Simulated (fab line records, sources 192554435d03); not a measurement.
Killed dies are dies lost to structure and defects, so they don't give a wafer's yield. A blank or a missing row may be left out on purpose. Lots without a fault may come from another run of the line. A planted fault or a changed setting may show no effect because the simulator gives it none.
Split-lot experiment | flow n5_finfet | 7 lots, 21 wafers read, on a route of 1938 steps

THE SPLIT
At N5_BEOL_M4_DESCUM_16 (chemistry O2, time 7 s), the setting time_s was moved away from the recipe's 7 s on 7 of the 21 wafers read, by -16.3% to +17.8%. The other wafers ran this setting at the recipe's value.

FROM THE SPLIT TO THE READING: what the file shows between them, 1 step
- N5_BEOL_M4_ETCH_74: etches underlayer in N2/H2, target depth 6.5 nm, time 5.2 s

THE READING
CAR-EUV_of_BEOL_M4_COAT_05.thk_nm (the simulator's own value, which no gauge read), in nm, at N5_BEOL_M4_ETCH_63 (etches SiARC in CF4, target depth 15.6 nm, time 26 s). The file gives no usual value for it. The 14 wafers here that ran the recipe average 11.1 nm, standard deviation 0.12 nm.

wafer  | tool, chamber at the split | time_s as run, s | against the recipe | CAR-EUV_of_BEOL_M4_COAT_05.thk_nm, nm | against lot-mates on the recipe
L075.1 | rie_diel-06, 3,2,3         | 7                | recipe             | 11                                    | -
L075.2 | rie_diel-06, 3,2,3         | 7                | recipe             | 11                                    | -
L075.5 | rie_diel-06, 3,2,3         | 7                | recipe             | 11                                    | -
L080.1 | rie_diel-05, 0,3,2         | 7                | recipe             | 11.2                                  | -
L080.4 | rie_diel-05, 0,3,2         | 7                | recipe             | 11.2                                  | -
L080.3 | rie_diel-05, 0,3,2         | 7                | recipe             | 11.4                                  | -
L086.2 | rie_diel-02, 2,3           | 8.244            | +17.8%             | 10.4                                  | -0.8
L086.3 | rie_diel-02, 2,3           | 8.244            | +17.8%             | 10.4                                  | -0.8
L086.4 | rie_diel-02, 1             | 7                | recipe             | 11.2                                  | -
L087.1 | rie_diel-06, 3,0,0         | 7                | recipe             | 11.2                                  | -
L087.3 | rie_diel-06, 3,0,0         | 7                | recipe             | 11                                    | -
L087.5 | rie_diel-06, 3,0,0         | 7                | recipe             | 11                                    | -
L093.1 | rie_diel-06, 0             | 5.859            | -16.3%             | 11.6                                  | +0.4
L093.4 | rie_diel-06, 3             | 7                | recipe             | 11.2                                  | -
L093.6 | rie_diel-06, 0             | 7                | recipe             | 11.2                                  | -
L095.1 | rie_diel-05, 2             | 6.518            | -6.9%              | 11.4                                  | +0.4
L095.4 | rie_diel-05, 1             | 6.518            | -6.9%              | 11.4                                  | +0.4
L095.6 | rie_diel-05, 1             | 7                | recipe             | 11                                    | -
L097.1 | rie_diel-02, 1             | 7                | recipe             | 11                                    | -
L097.4 | rie_diel-02, 0             | 5.98             | -14.6%             | 11.6                                  | +0.6
L097.5 | rie_diel-02, 2             | 5.98             | -14.6%             | 11.6                                  | +0.6
Where a row lists several chambers, the file gives one row for several wafers and doesn't say which wafer went through which chamber.

THE FIT
A straight line over all 21 wafers: CAR-EUV_of_BEOL_M4_COAT_05.thk_nm changes by -0.0365 nm for each +1% of time_s; r = -0.94; the points scatter about the line by 0.11 nm.
The same after taking each lot's own level away (the mean of its wafers on the recipe; 21 wafers): -0.041 nm for each +1%; r = -0.97; scatter 0.092 nm.
On that fit, the largest move of time_s shifts the reading by 0.73 nm.
The lots' own levels span 11.00 to 11.27 nm, that is 2.1 times the standard deviation above.
So the lot-to-lot level changes the slope: the two fits differ.
Check: with one of the wafers moved furthest among these (+17.8%) left out of the fit, the line predicts -0.71 nm for it against its lot-mates. It came out at -0.8 nm against them.

THE WHOLE CHAIN: every reading that the file lists as answering this split, in the file's order
step                 | what it does                                                | reading                                                                            | change (the file's fit)                | r (the file's)
N5_BEOL_M4_DESCUM_16 | chemistry O2, time 7 s                                      | CAR-EUV_of_BEOL_M4_COAT_05.thk_nm (the simulator's own value, which no gauge read) | -0.0335 nm for each +1% of the setting | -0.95
N5_BEOL_M4_ETCH_74   | etches underlayer in N2/H2, target depth 6.5 nm, time 5.2 s | CAR-EUV_of_BEOL_M4_COAT_05.thk_nm (the simulator's own value, which no gauge read) | -0.0391 nm for each +1% of the setting | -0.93
N5_BEOL_M4_ETCH_63   | etches SiARC in CF4, target depth 15.6 nm, time 26 s        | CAR-EUV_of_BEOL_M4_COAT_05.thk_nm (the simulator's own value, which no gauge read) | -0.0383 nm for each +1% of the setting | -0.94

THE FILE'S OWN FIT
CAR-EUV_of_BEOL_M4_COAT_05.thk_nm changes by -0.0383 nm for each +1% of time_s, r = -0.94.
